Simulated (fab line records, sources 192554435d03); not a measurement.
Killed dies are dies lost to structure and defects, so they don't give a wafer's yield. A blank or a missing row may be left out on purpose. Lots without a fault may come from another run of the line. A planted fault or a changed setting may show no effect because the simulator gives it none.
Which tool did it? | flow n5_finfet | 12 lots, 35 wafers sampled, at 5 steps of a route of 1938

WHAT THE GAUGES READ, wafer by wafer
N5_BEOL_M15_RS_MEAS_54: measures by four-point-probe. Usual: M15_RS 0.0215 ohm/sq, standard deviation 0.00044.
lot  | measured     | on            | M15_RS (ohm/sq)      | flag
L915 | day 11 09:04 | film_metro-01 | 0.0221 0.0217 0.0215 |
L920 | day 12 10:07 | film_metro-02 | 0.0218 0.0214 0.0222 |
L919 | day 12 10:46 | film_metro-02 | 0.0215 0.0210 0.0209 |
L921 | day 12 22:09 | film_metro-01 | 0.0216 0.0213 0.0218 |
L922 | day 13 08:37 | film_metro-01 | 0.0213 0.0216 0.0215 |
L923 | day 13 22:21 | film_metro-02 | 0.0213 0.0212 0.0209 |
L926 | day 14 20:17 | film_metro-01 | 0.0212 0.0217 0.0212 |
L932 | day 16 10:16 | film_metro-02 | 0.0210 0.0211        |
L931 | day 16 16:26 | film_metro-01 | 0.0220 0.0218 0.0220 |
L935 | day 17 06:35 | film_metro-01 | 0.0223 0.0219 0.0214 |
L937 | day 17 21:54 | film_metro-02 | 0.0207 0.0213 0.0209 |
L938 | day 18 12:01 | film_metro-01 | 0.0216 0.0207 0.0211 |

N5_MIM_BOT_LITHO_CD_MEAS_08: target cd 3000 nm. Usual: cd_nm 3001.5 nm, standard deviation 2.1.
lot  | measured     | on        | cd_nm (nm)           | flag
L915 | day 11 13:41 | cd_sem-02 | 3006.3 3003.8 3000.6 |
L920 | day 12 18:13 | cd_sem-02 | 3003.0 3000.7 2998.9 |
L919 | day 12 18:23 | cd_sem-02 | 3003.4 3000.9 3003.6 |
L921 | day 13 04:01 | cd_sem-02 | 3000.7 3003.1 3002.6 |
L922 | day 13 12:36 | cd_sem-03 | 2999.3 3001.1 2999.8 |
L923 | day 14 02:50 | cd_sem-03 | 3000.7 3001.6 3002.3 |
L926 | day 15 01:55 | cd_sem-02 | 3003.1 2999.3 3002.5 |
L932 | day 16 15:56 | cd_sem-03 | 2999.2 2993.5        |
L931 | day 16 21:50 | cd_sem-01 | 3001.1 2998.5 2994.5 |
L935 | day 17 11:02 | cd_sem-03 | 2999.9 3000.1 3001.8 |
L937 | day 18 03:52 | cd_sem-01 | 2999.3 2999.0 3003.3 |
L938 | day 18 16:32 | cd_sem-02 | 3000.9 3004.6 2999.8 |

WHICH TOOL RAN EACH LOT (tool, then ch and the chambers of the sampled wafers, then the start)
lot  | N5_BEOL_M15_SPUTTER_44       | N5_MIM_BOT_SPUTTER_00        | N5_MIM_BOT_LITHO_DEVELOP_07
L915 | pvd_sputter-01, day 11 07:55 | pvd_sputter-01, day 11 11:03 | litho_track-01 ch 0, day 11 13:34
L920 | pvd_sputter-01, day 12 08:56 | pvd_sputter-01, day 12 14:04 | litho_track-02 ch 0, day 12 18:07
L919 | pvd_sputter-01, day 12 09:20 | pvd_sputter-03, day 12 14:04 | litho_track-02 ch 0, day 12 18:16
L921 | pvd_sputter-02, day 12 20:22 | pvd_sputter-03, day 13 01:25 | litho_track-04 ch 0, day 13 03:53
L922 | pvd_sputter-01, day 13 07:27 | pvd_sputter-03, day 13 10:42 | litho_track-02 ch 0, day 13 12:29
L923 | pvd_sputter-03, day 13 21:11 | pvd_sputter-01, day 14 00:37 | litho_track-01 ch 0, day 14 02:43
L926 | pvd_sputter-01, day 14 18:26 | pvd_sputter-01, day 14 21:24 | litho_track-02 ch 0, day 15 01:48
L932 | pvd_sputter-02, day 16 09:07 | pvd_sputter-02, day 16 12:02 | litho_track-02 ch 0, day 16 15:49
L931 | pvd_sputter-02, day 16 15:17 | pvd_sputter-03, day 16 17:52 | litho_track-02 ch 0, day 16 21:43
L935 | pvd_sputter-02, day 17 05:17 | pvd_sputter-03, day 17 08:13 | litho_track-04 ch 0, day 17 10:55
L937 | pvd_sputter-03, day 17 19:55 | pvd_sputter-02, day 17 23:29 | litho_track-04 ch 0, day 18 03:45
L938 | pvd_sputter-01, day 18 10:50 | pvd_sputter-01, day 18 13:08 | litho_track-04 ch 0, day 18 16:25
- N5_BEOL_M15_SPUTTER_44: material Ta, target thk 15 nm, time 24.19 s.
- N5_MIM_BOT_SPUTTER_00: material TiN, target thk 35 nm, time 89.7 s.
- N5_MIM_BOT_LITHO_DEVELOP_07: develop time 60 s.

WHAT THE TOOLS THEMSELVES READ (means of the sampled wafers that have a number; where no wafer has one, the mark that the record gives instead)
N5_BEOL_M15_SPUTTER_44. Usual: bias_v 80.0 V, standard deviation 0.81; throttle_valve_pct 29.8 %, standard deviation 0.85.
lot  | tool           | bias_v (V) | throttle_valve_pct (%) | flag
L915 | pvd_sputter-01 | 80.0       | 29.6                   |
L920 | pvd_sputter-01 | 80.2       | 29.5                   |
L919 | pvd_sputter-01 | 79.8       | 30.2                   |
L921 | pvd_sputter-02 | 79.9       | 29.8                   |
L922 | pvd_sputter-01 | 79.0       | 29.7                   |
L923 | pvd_sputter-03 | 79.4       | 31.0                   |
L926 | pvd_sputter-01 | 79.9       | 30.0                   |
L932 | pvd_sputter-02 | 79.8       | 28.9                   |
L931 | pvd_sputter-02 | 80.0       | 28.8                   |
L935 | pvd_sputter-02 | 79.3       | 29.4                   |
L937 | pvd_sputter-03 | 80.0       | 29.2                   |
L938 | pvd_sputter-01 | 80.4       | 29.7                   |

N5_MIM_BOT_SPUTTER_00. Usual: throttle_valve_pct 29.9 %, standard deviation 0.92.
lot  | tool           | throttle_valve_pct (%) | flag
L915 | pvd_sputter-01 | 30.1                   |
L920 | pvd_sputter-01 | 29.7                   |
L919 | pvd_sputter-03 | 29.9                   |
L921 | pvd_sputter-03 | 31.1                   |
L922 | pvd_sputter-03 | 31.1                   |
L923 | pvd_sputter-01 | 29.5                   |
L926 | pvd_sputter-01 | 29.6                   |
L932 | pvd_sputter-02 | 28.1                   |
L931 | pvd_sputter-03 | 30.5                   |
L935 | pvd_sputter-03 | 30.4                   |
L937 | pvd_sputter-02 | 30.0                   |
L938 | pvd_sputter-01 | 29.9                   |

THE ANSWER, worked out from the rows above alone
Rule: a lot is off if the mean of its wafers that have a number lies more than 3 standard deviations from the usual mean. A lot without any number at a reading at which 4 lots or more have one is off too. The other lots that the step has rows for count as sound. The gauges are gone through in route order, then the tools' own readings, and for those a lot's mean is taken as printed above. The first step at which some lot is off is used, and at that step the reading that is off furthest; a lot without a number counts as furthest.
No lot is off at any reading shown: from this, nothing can be told.

WHAT THE SIMULATOR HAD PUT IN
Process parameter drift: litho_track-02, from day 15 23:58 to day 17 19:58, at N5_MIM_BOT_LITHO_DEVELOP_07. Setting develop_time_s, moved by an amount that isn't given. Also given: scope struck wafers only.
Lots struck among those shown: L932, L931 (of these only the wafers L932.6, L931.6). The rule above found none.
